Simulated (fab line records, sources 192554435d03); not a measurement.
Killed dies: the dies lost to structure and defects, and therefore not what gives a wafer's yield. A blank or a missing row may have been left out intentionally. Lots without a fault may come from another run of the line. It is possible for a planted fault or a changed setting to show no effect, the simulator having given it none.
Chamber matching || flow n5-finfet || N5_HKMG_FIN_STRIP_93 on rie-diel-02: 4 sister chambers
The step strips SOC in N2/H2, time 20 s. 7 wafers are shown with their chamber, then 9 later ones without.

WAFERS, EACH WITH ITS CHAMBER
{"wafer": "L077.3", "chamber": 3, "throttle-valve-pct (%)": 19.3, "oes-product-au (a.u.)": 0.69}
{"wafer": "L082.6", "chamber": 0, "throttle-valve-pct (%)": 18.8, "oes-product-au (a.u.)": 0.88}
{"wafer": "L084.3", "chamber": 2, "throttle-valve-pct (%)": 18.2, "oes-product-au (a.u.)": 0.91}
{"wafer": "L084.6", "chamber": 2, "throttle-valve-pct (%)": 18.2, "oes-product-au (a.u.)": 0.90}
{"wafer": "L088.1", "chamber": 1, "throttle-valve-pct (%)": 18.8, "oes-product-au (a.u.)": 0.73}
{"wafer": "L088.5", "chamber": 1, "throttle-valve-pct (%)": 18.8, "oes-product-au (a.u.)": 0.72}
{"wafer": "L088.6", "chamber": 0, "throttle-valve-pct (%)": 18.9, "oes-product-au (a.u.)": 0.86}

WAFERS WITH NO CHAMBER GIVEN
{"wafer": "L089.1", "throttle-valve-pct (%)": 18.9, "oes-product-au (a.u.)": 0.85}
{"wafer": "L089.2", "throttle-valve-pct (%)": 18.8, "oes-product-au (a.u.)": 0.73}
{"wafer": "L089.6", "throttle-valve-pct (%)": 18.9, "oes-product-au (a.u.)": 0.85}
{"wafer": "L093.2", "throttle-valve-pct (%)": 18.9, "oes-product-au (a.u.)": 0.84}
{"wafer": "L093.5", "throttle-valve-pct (%)": 18.8, "oes-product-au (a.u.)": 0.72}
{"wafer": "L093.6", "throttle-valve-pct (%)": 18.9, "oes-product-au (a.u.)": 0.84}
{"wafer": "L097.2", "throttle-valve-pct (%)": 18.3, "oes-product-au (a.u.)": 0.86}
{"wafer": "L097.4", "throttle-valve-pct (%)": 19.0, "oes-product-au (a.u.)": 0.86}
{"wafer": "L097.5", "throttle-valve-pct (%)": 19.0, "oes-product-au (a.u.)": 0.86}

WHICH CHAMBER EACH WENT THROUGH
{"wafer": "L089.1", "from the rows above": 0, "in truth": 0}
{"wafer": "L089.2", "from the rows above": 1, "in truth": 1}
{"wafer": "L089.6", "from the rows above": 0, "in truth": 0}
{"wafer": "L093.2", "from the rows above": 0, "in truth": 0}
{"wafer": "L093.5", "from the rows above": 1, "in truth": 1}
{"wafer": "L093.6", "from the rows above": 0, "in truth": 0}
{"wafer": "L097.2", "from the rows above": 2, "in truth": 2}
{"wafer": "L097.4", "from the rows above": 0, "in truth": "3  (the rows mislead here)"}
{"wafer": "L097.5", "from the rows above": 0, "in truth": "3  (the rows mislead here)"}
Placed correctly: 7 of 9. From these rows, 0 cannot be placed. Number placed wrongly: 2.
How it was worked out, from the rows above alone: a wafer's distance from a chamber is the root of the sum, over the readings, of the square of ((its reading less the chamber's mean) divided by the reading's scatter). If the next closest chamber is less than 2 further off than the closest, the wafer can't be placed; otherwise it belongs to the closest. Each chamber's mean is taken over the wafers shown for it. How the scatter is found: for the shown wafers, subtract from each reading the mean of its chamber, square and add these, divide the total by (wafers less chambers), then take the root.
